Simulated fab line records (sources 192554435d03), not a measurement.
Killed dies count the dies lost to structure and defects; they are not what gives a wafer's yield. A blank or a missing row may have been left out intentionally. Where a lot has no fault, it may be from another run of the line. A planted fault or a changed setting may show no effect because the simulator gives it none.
fab line records	flow n5Finfet
record: lots: 10	wafers: 26	lastDay: 16
route steps=1938 shown SD_EPI_N@289 SD_EPI_P@312 SD_ACTIVATION@332 BEOL_M4@1111
lots that met no fault: taken from a fault-free run of the same line
startH: hours from the record's first day to the start of the lot's first wafer shown	waitH: hours elapsed since this lot's preceding step	" unchanged from the row above	L1.1+2: several wafers, shown together as one row	- no value present, or no start provided	* or withheld: withheld	< > ~ a bound
route shown NAME@n: names a module that has steps shown in the file, with the first one's number in the route	usual: mean and standard deviation over wafers with no fault	same: alike in all rows	chamber/n: place in a boat	sites: readings site by site	_std_site: how widely they spread, as a standard deviation	_edge_site: inner sites' mean taken away from outer sites' mean	radiusMm: how far each site lies from the wafer's centre	mask NAME#n: copy n	behind: the last tool/chamber to shape the wafer	hold: the reason the lot was held/the length of the hold in hours/how it ended	device: the transistor (n, p or np) that didn't switch	end of line: the route-end tests of the same wafers	a step given without rows: its recipe and nothing more	killed: dies lost to structure and defects at the first sort, not the wafer's yield	map: dies across one wafer; x = killed, . = not, _ = none there
set.NAME: the run value of the setting; set.NAME@STEP: its run value at that earlier step	model.NAME: the simulator's own value behind a step, which no gauge read
route steps across a sampled set of lots; one table per step, one row per wafer
services: when a tool's chamber went out of use (startH, in hours from the record's first day, below 0 if earlier), for how many hours, and the reason
== steps ==
step: N5_SD_EPI_N_EPI_MEAS_23
recipe: mode: xrd
usual: thkNm: 59.1/1.2
lot.wafer	tool	chamber	startH	waitH	thkNm
L473.1	filmMetro-01	-	52.80	1.4	59.7
L473.6	"	-	"	"	59.8
L475.2	filmMetro-01	-	65.12	1.2	60.2
L475.3	"	-	"	"	60.5
L475.4	"	-	"	"	60.7
L476.2	filmMetro-02	-	70.72	1.2	59.7
L476.3	"	-	"	"	58.6
L476.5	"	-	"	"	59.7
L477.1	filmMetro-01	-	75.94	1.5	59.5
L477.2	"	-	"	"	58.8
L477.3	"	-	"	"	59.9
L484.3	filmMetro-01	-	124.21	2.0	60.5
L484.4	"	-	"	"	58.4
L487.4	filmMetro-02	-	138.55	0.6	59.2
L487.5	"	-	"	"	59.1
L488.3	filmMetro-02	-	144.93	1.8	60.4
L488.6	"	-	"	"	58.7
L490.3	filmMetro-02	-	153.74	1.2	58.8
L490.4	"	-	"	"	57.2
L490.5	"	-	"	"	57.5
L493.1	filmMetro-01	-	173.30	1.4	59.1
L493.4	"	-	"	"	60.0
L493.5	"	-	"	"	59.5
L492.3	filmMetro-01	-	174.12	1.5	59.6
L492.4	"	-	"	"	58.1
L492.6	"	-	"	"	59.7
step: N5_SD_EPI_N_LINER_46
recipe: material: SiNx	targetThkA: 30	tempC: 400	aldPrecursorFamily: SiH2I2	aldCoReactant: N2/H2-plasma	pressureTorr: 2
usual: heaterPowerW: 860/68
lot.wafer	tool	chamber	startH	waitH	heaterPowerW
L473.1	aldSin-01	0	53.10	0.2	872
L473.6	"	1	"	"	883
L475.2	aldSin-04	3	65.96	0.7	857
L475.3	"	1	"	"	808
L475.4	"	0	"	"	945
L476.2	aldSin-01	2	71.02	0.1	779
L476.3	"	0	"	"	884
L476.5	"	3	"	"	928
L477.1	aldSin-03	2	76.28	0.2	972
L477.2	"	0	"	"	937
L477.3	"	1	"	"	748
L484.3	aldSin-04	1	124.55	0.1	777
L484.4	"	2	"	"	778
L487.4	aldSin-01	0	138.86	0.1	884
L487.5	"	2	"	"	773
L488.3	aldSin-01	0	145.30	0.2	927
L488.6	"	0	"	"	916
L490.3	aldSin-04	3	154.04	0.1	863
L490.4	"	1	"	"	768
L490.5	"	2	"	"	775
L493.1	aldSin-01	1	173.61	0.2	874
L493.4	"	2	"	"	787
L493.5	"	1	"	"	869
L492.3	aldSin-04	1	174.56	0.1	764
L492.4	"	2	"	"	771
L492.6	"	3	"	"	837
step: N5_SD_EPI_P_ETCH_16
recipe: chemistry: CHF3/O2	target: SiO2	targetDepthA: 50	maskMaterial: SOC	pressureMtorr: 30	sourceW: 650	biasW: 170	Ar_flow_sccm: 200	CHF3_flow_sccm: 50	O2_flow_sccm: 5	ionEnergyEv: 200
usual: drypumpMotorCurrentA: 5.8/0.54	oesProductAu: 0.76/0.069	rfVppV: 521/13	showerheadPlenumPTorr: 2.44/0.068	throttleValvePct: 18.87/0.18
lot.wafer	tool	chamber	startH	waitH	drypumpMotorCurrentA	oesProductAu	rfHoursCounterH	rfVppV	showerheadPlenumPTorr	throttleValvePct
L473.1	rieDiel-02	3	54.54	0.1	5.6	0.72	225	515	2.30	18.95
L473.6	"	3	"	"	5.6	0.72	-	515	2.30	18.94
L475.2	rieDiel-02	1	67.31	0.1	5.8	0.78	125	524	2.41	18.58
L475.3	"	0	"	"	5.1	0.71	197	514	2.49	18.93
L475.4	"	2	"	"	6.4	0.72	174	502	2.40	19.01
L476.2	rieDiel-02	2	72.41	0.1	6.4	0.73	176	503	2.40	19.01
L476.3	"	1	"	"	5.8	0.78	126	522	2.41	18.57
L476.5	"	1	"	"	5.8	0.78	-	523	2.41	18.58
L477.1	rieDiel-03	0	77.79	0.1	6.7	0.80	85	513	2.45	18.93
L477.2	"	1	"	"	6.1	0.76	135	518	2.54	19.03
L477.3	"	3	"	"	5.9	0.75	145	541	2.49	18.92
L484.3	rieDiel-02	3	125.90	0.1	5.6	0.70	242	515	2.29	18.98
L484.4	"	1	"	"	5.7	0.78	137	523	2.41	18.58
L487.4	rieDiel-02	1	140.18	0.1	5.7	0.77	142	523	2.41	18.60
L487.5	"	3	"	"	5.6	0.70	-	516	2.29	18.98
L488.3	rieDiel-03	1	146.66	0.1	6.1	0.74	160	518	2.53	19.06
L488.6	"	3	"	"	5.9	0.72	-	541	2.48	18.98
L490.3	rieDiel-02	1	155.40	0.1	5.8	0.77	147	523	2.41	18.62
L490.4	"	2	"	"	6.5	0.71	-	505	2.39	19.05
L490.5	"	1	"	"	5.7	0.76	-	523	2.41	18.60
L493.1	rieDiel-03	3	175.60	0.1	6.0	0.71	178	540	2.48	18.99
L493.4	"	0	"	"	6.7	0.76	119	513	2.44	18.98
L493.5	"	2	"	"	4.9	0.91	-	519	2.38	18.70
L492.3	rieDiel-02	3	175.93	0.1	5.6	1.00	2	509	2.58	18.62
L492.4	"	2	"	"	6.5	0.71	204	503	2.39	19.06
L492.6	"	1	"	"	5.8	0.76	-	524	2.40	18.62
step: N5_SD_EPI_P_EPI_21
recipe: material: SiGe:B	dopant: B	tempC: 550	pressureTorr: 20	ambient: H2	timeS: 355
usual: susceptor_temp_C_max: 551.26/0.29
lot.wafer	tool	chamber	startH	waitH	susceptor_temp_C_max
L473.1	epiRpcvd-01	0	55.28	0.1	551.26
L473.6	"	0	57.08	1.8	551.83
L475.2	epiRpcvd-01	0	68.41	0.5	551.67
L475.3	"	0	"	"	551.47
L475.4	"	0	"	"	551.12
L476.2	epiRpcvd-01	0	73.51	0.5	551.55
L476.3	"	0	"	"	552.06
L476.5	"	0	"	"	551.95
L477.1	epiRpcvd-04	0	78.53	0.1	551.18
L477.2	"	0	"	"	551.34
L477.3	"	0	"	"	550.82
L484.3	epiRpcvd-01	0	127.35	0.8	551.40
L484.4	"	0	"	"	551.36
L487.4	epiRpcvd-01	0	142.48	1.5	551.19
L487.5	"	0	"	"	551.14
L488.3	epiRpcvd-01	0	148.47	1.1	551.01
L488.6	"	0	149.91	2.4	551.11
L490.3	epiRpcvd-02	0	157.93	1.4	551.46
L490.4	"	0	"	"	551.50
L490.5	"	0	"	"	551.52
L493.1	epiRpcvd-02	0	176.63	0.3	551.37
L493.4	"	0	178.55	2.0	551.55
L493.5	"	0	"	"	551.46
L492.3	epiRpcvd-04	0	177.44	0.8	551.10
L492.4	"	0	"	"	551.38
L492.6	"	0	"	"	551.23
step: N5_SD_EPI_P_EPI_MEAS_23
recipe: mode: xrd
usual: thkNm: 60.9/1.4
lot.wafer	tool	chamber	startH	waitH	thkNm
L473.1	filmMetro-01	-	57.48	1.8	62.2
L473.6	"	-	"	"	64.3
L475.2	filmMetro-01	-	70.25	1.5	60.2
L475.3	"	-	"	"	59.0
L475.4	"	-	"	"	59.9
L476.2	filmMetro-02	-	75.35	1.5	60.3
L476.3	"	-	"	"	61.5
L476.5	"	-	"	"	62.5
L477.1	filmMetro-01	-	80.72	1.8	60.5
L477.2	"	-	"	"	62.9
L477.3	"	-	"	"	63.8
L484.3	filmMetro-01	-	128.83	1.1	75.0
L484.4	"	-	"	"	59.5
L487.4	filmMetro-02	-	143.98	1.0	57.2
L487.5	"	-	"	"	73.0
L488.3	filmMetro-02	-	150.43	1.5	76.3
L488.6	"	-	"	"	58.1
L490.3	filmMetro-01	-	160.53	2.0	59.9
L490.4	"	-	"	"	59.9
L490.5	"	-	"	"	59.7
L492.3	filmMetro-02	-	178.92	1.1	61.3
L492.4	"	-	"	"	62.0
L492.6	"	-	"	"	60.1
L493.1	filmMetro-01	-	180.51	3.2	59.9
L493.4	"	-	"	"	61.1
L493.5	"	-	"	"	60.3
step: N5_SD_ACTIVATION_RS_MEAS_03
recipe: thkMeasGauge: four-point-probe
usual: RS_SD_N: 21.93/0.28	RS_SD_P: 56.3/0.9
lot.wafer	tool	chamber	startH	waitH	RS_SD_N[ohm/sq]	RS_SD_P[ohm/sq]
L473.1	filmMetro-02	-	58.11	0.2	21.61	55.4
L473.6	"	-	"	"	21.48	54.7
L475.2	filmMetro-01	-	70.99	0.2	21.65	57.4
L475.3	"	-	"	"	21.42	56.9
L475.4	"	-	"	"	21.64	57.2
L476.2	filmMetro-02	-	76.17	0.2	21.87	55.9
L476.3	"	-	"	"	21.87	55.8
L476.5	"	-	"	"	22.09	55.2
L477.1	filmMetro-01	-	81.55	0.2	22.17	56.0
L477.2	"	-	"	"	22.03	55.6
L477.3	"	-	"	"	21.83	55.8
L484.3	filmMetro-01	-	129.47	0.2	21.73	45.9
L484.4	"	-	"	"	21.75	57.2
L487.4	filmMetro-02	-	144.68	0.1	22.39	57.1
L487.5	"	-	"	"	21.95	46.0
L488.3	filmMetro-02	-	151.07	0.2	21.71	44.9
L488.6	"	-	"	"	21.85	56.4
L490.3	filmMetro-01	-	161.30	0.2	22.04	56.0
L490.4	"	-	"	"	22.26	57.0
L490.5	"	-	"	"	22.13	56.5
L492.3	filmMetro-02	-	179.63	0.2	21.85	55.7
L492.4	"	-	"	"	21.81	54.6
L492.6	"	-	"	"	21.82	55.6
L493.1	filmMetro-02	-	181.33	0.2	21.41	56.8
L493.4	"	-	"	"	21.54	56.9
L493.5	"	-	"	"	21.60	56.2
step: N5_BEOL_M4_RC_MEAS_101
usual: DIBL_N: 36.2/1.7	DIBL_P: 36.6/1.9	IOFF_N: 0.16/0.032	IOFF_P: 0.21/0.037	ION_N: 675/12	ION_P: 460/8.1	RS_SD_P: 66.1/1.3	SS_N: 71.4/0.58	SS_P: 73.4/0.64	VT_N: 249/3.2	VT_P: -252/3.4
lot.wafer	tool	chamber	startH	waitH	DIBL_N[mV/V]	DIBL_P[mV/V]	IOFF_N[nA/um]	IOFF_P[nA/um]	ION_N[uA/um]	ION_P[uA/um]	RS_SD_P[ohm/sq]	SS_N[mV/dec]	SS_P[mV/dec]	VT_N[mV]	VT_P[mV]
L473.1	prober-02	0	166.74	0.0	39.2	38.4	0.20	0.22	673	452	64.8	72.1	73.8	246	-252
L473.6	"	0	"	"	36.3	35.2	0.15	0.18	674	459	62.9	70.1	73.3	248	-252
L475.2	prober-01	0	178.44	0.2	38.3	38.3	0.19	0.26	684	460	67.8	71.3	74.0	246	-247
L475.3	"	0	"	"	40.0	40.5	0.24	0.31	685	469	67.3	72.7	74.1	244	-242
L475.4	"	0	"	"	36.8	37.0	0.18	0.24	685	466	67.9	71.6	73.1	247	-246
L476.2	prober-02	0	183.29	0.2	38.1	38.5	0.19	0.23	682	462	66.0	72.5	73.5	248	-250
L476.3	"	0	"	"	34.9	35.8	0.14	0.19	657	450	65.8	71.9	72.8	253	-253
L476.5	"	0	"	"	36.7	37.3	0.17	0.21	676	462	65.3	71.4	73.5	250	-253
L477.1	prober-02	0	192.76	0.0	37.4	37.4	0.19	0.21	688	468	65.8	71.5	73.3	247	-251
L477.2	"	0	"	"	35.3	34.8	0.14	0.17	669	454	65.2	71.3	73.3	253	-255
L477.3	"	0	"	"	36.7	36.8	0.18	0.20	664	457	65.6	72.4	73.7	249	-252
L484.3	prober-01	0	242.82	0.3	34.7	35.3	0.14	0.23	669	471	54.0	70.6	72.9	253	-246
L484.4	"	0	"	"	34.1	35.4	0.14	0.21	676	460	67.2	70.5	72.9	250	-247
L487.4	prober-02	0	247.16	0.5	34.5	36.3	0.13	0.18	668	460	67.8	71.0	72.3	253	-252
L487.5	"	0	"	"	37.6	40.0	0.18	0.26	681	475	54.1	71.9	73.9	247	-249
L488.3	prober-01	0	249.40	0.3	33.4	34.4	0.14	0.17	661	451	53.1	70.5	73.4	251	-254
L488.6	"	0	"	"	33.4	34.9	0.13	0.15	654	442	66.7	70.9	72.6	250	-259
L490.3	prober-02	0	264.09	0.3	37.1	37.9	0.17	0.21	678	463	66.2	71.4	73.3	248	-251
L490.4	"	0	"	"	35.6	35.9	0.15	0.17	657	450	66.7	71.7	73.1	248	-254
L490.5	"	0	"	"	34.8	34.4	0.13	0.16	667	454	65.9	71.3	72.4	251	-255
L492.3	prober-02	0	282.12	0.3	36.1	38.3	0.17	0.23	681	468	64.6	71.4	73.1	244	-250
L492.4	"	0	"	"	34.3	35.7	0.14	0.19	670	466	64.4	70.0	73.2	251	-252
L492.6	"	0	"	"	35.9	37.9	0.17	0.22	683	465	64.5	70.7	73.0	248	-250
L493.1	prober-02	0	286.74	0.0	36.8	36.1	0.13	0.19	656	448	66.3	71.4	72.4	253	-255
L493.4	"	0	"	"	36.7	35.8	0.15	0.18	683	457	66.6	71.7	72.7	252	-256
L493.5	"	0	"	"	37.9	37.3	0.15	0.20	671	461	66.3	71.1	73.7	250	-252
== services ==
tool	chamber	startH	hours	kind
aldSin-04	-	32.14	6.0	pm
epiRpcvd-04	-	35.98	1.0	repair
aldSin-03	0	42.96	6.5	repair
aldSin-04	1	57.72	6.0	repair
aldSin-03	-	80.58	2.8	pm
aldSin-04	-	85.25	14.0	pm
aldSin-04	0	85.25	14.0	ventCycle
aldSin-04	1	85.25	14.0	ventCycle
aldSin-04	2	85.25	14.0	ventCycle
aldSin-04	3	85.25	14.0	ventCycle
rieDiel-03	1	85.69	1.9	repair
aldSin-01	2	91.42	7.6	repair
rieDiel-02	-	105.28	14.6	pm
epiRpcvd-02	-	125.46	3.7	repair
aldSin-04	2	140.28	5.4	repair
rieDiel-02	3	147.89	-	clean
rieDiel-02	3	147.89	-	consumableReplace:esc
rieDiel-02	3	147.89	-	consumableReplace:focusRing
rieDiel-02	3	147.89	-	consumableReplace:showerhead
rieDiel-02	3	147.89	19.6	scheduledDown
rieDiel-02	3	147.89	19.6	ventCycle
epiRpcvd-01	-	154.60	2.8	pm
epiRpcvd-01	-	169.32	14.6	pm
rieDiel-03	-	172.67	0.3	repair
== key ==
firstSign: step: N5_SD_EPI_P_EPI_MEAS_23	reading: thkNm	direction: up	sigmas: 9.9	usual: *	struck: *
effect: step: N5_SD_ACTIVATION_RS_MEAS_03	reading: RS_SD_P	direction: down	sigmas: 12	usual: 56.3	struck: 45.6
effect: step: N5_BEOL_M4_RC_MEAS_101	reading: RS_SD_P	direction: down	sigmas: 9.8	usual: 66.1	struck: 53.7
metAt N5_SD_EPI_P_EPI_21
struckLots L484,L487,L488
struckWafers L484.3,L487.5,L488.3
notActingAt N5_SD_EPI_N_EPI_MEAS_23,N5_SD_EPI_N_LINER_46,N5_SD_EPI_P_ETCH_16
onsetBetween 73.51 127.35
fault: kind: processParameterDrift	tool: epiRpcvd-01	chamber: -	onsetH: 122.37	steps: N5_SD_EPI_P_EPI_21	channel: timeS	offset: *	shape: step	endH: 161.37	scope: struckWafersOnly	actsIn: *	stated: *
